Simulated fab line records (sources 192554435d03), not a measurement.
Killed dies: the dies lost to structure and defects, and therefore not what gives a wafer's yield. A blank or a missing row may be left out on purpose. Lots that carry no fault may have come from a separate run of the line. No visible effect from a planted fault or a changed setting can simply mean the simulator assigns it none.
Which tool did it? ; flow n5_finfet ; 12 lots, 31 wafers sampled, at 1 step of a route of 1938

== WHAT EACH GAUGE READ, for each wafer ==
N5_BEOL_M15_INSPECT_12: inspects for defects (macro).
lot;measured;on;raw_defect_count
L965;day 12 05:16;defect_inspect-01;1 2
L966;day 12 08:12;defect_inspect-02;1 4
L967;day 12 17:13;defect_inspect-01;1 0 2
L968;day 12 17:25;defect_inspect-02;3 4
L971;day 13 11:52;defect_inspect-01;3 4 3
L973;day 13 23:18;defect_inspect-02;3 1 2
L976;day 14 10:43;defect_inspect-01;1 3 1
L977;day 15 02:08;defect_inspect-01;3 2 2
L980;day 15 15:56;defect_inspect-02;1 0
L983;day 16 13:04;defect_inspect-02;2 3
L987;day 17 02:25;defect_inspect-01;2 2 2
L986;day 17 17:31;defect_inspect-01;1 4 3

== WHICH TOOL RAN EACH LOT (tool, then ch and the chambers of the sampled wafers, then the start) ==
The record shows no process step preceding these readings.

== AS READ BY THE TOOLS THEMSELVES (means over the sampled wafers that have a number; for cases with no such wafer, the mark the record gives instead) ==
The record holds no such reading with a usual standard deviation.

== THE ANSWER, worked out from the rows above alone ==
Rule: the lots themselves supply what counts as usual. Put in order of their means at a reading, lots are off if they are a third of the lots or fewer, leave a main group of 4 or more, and stand apart from it by a gap of 3 or more times the standard deviation of the main group's means; of several such gaps the widest counts. A main group is skipped when, at the precision printed for the reading in the tables above, its means are all equal. A lot without any number at a reading at which 4 lots or more have one is off too. The other lots that the step has rows for count as sound. Order of review: gauges by route order, followed by the tools' own readings, for which a lot's mean as printed above is used. At the first step where some lot is off, the reading lying furthest off is the one used; lots without a number count as furthest.
Nothing can be told from this: no lot is off at any reading shown.

== WHAT WAS PUT IN BY THE SIMULATOR ==
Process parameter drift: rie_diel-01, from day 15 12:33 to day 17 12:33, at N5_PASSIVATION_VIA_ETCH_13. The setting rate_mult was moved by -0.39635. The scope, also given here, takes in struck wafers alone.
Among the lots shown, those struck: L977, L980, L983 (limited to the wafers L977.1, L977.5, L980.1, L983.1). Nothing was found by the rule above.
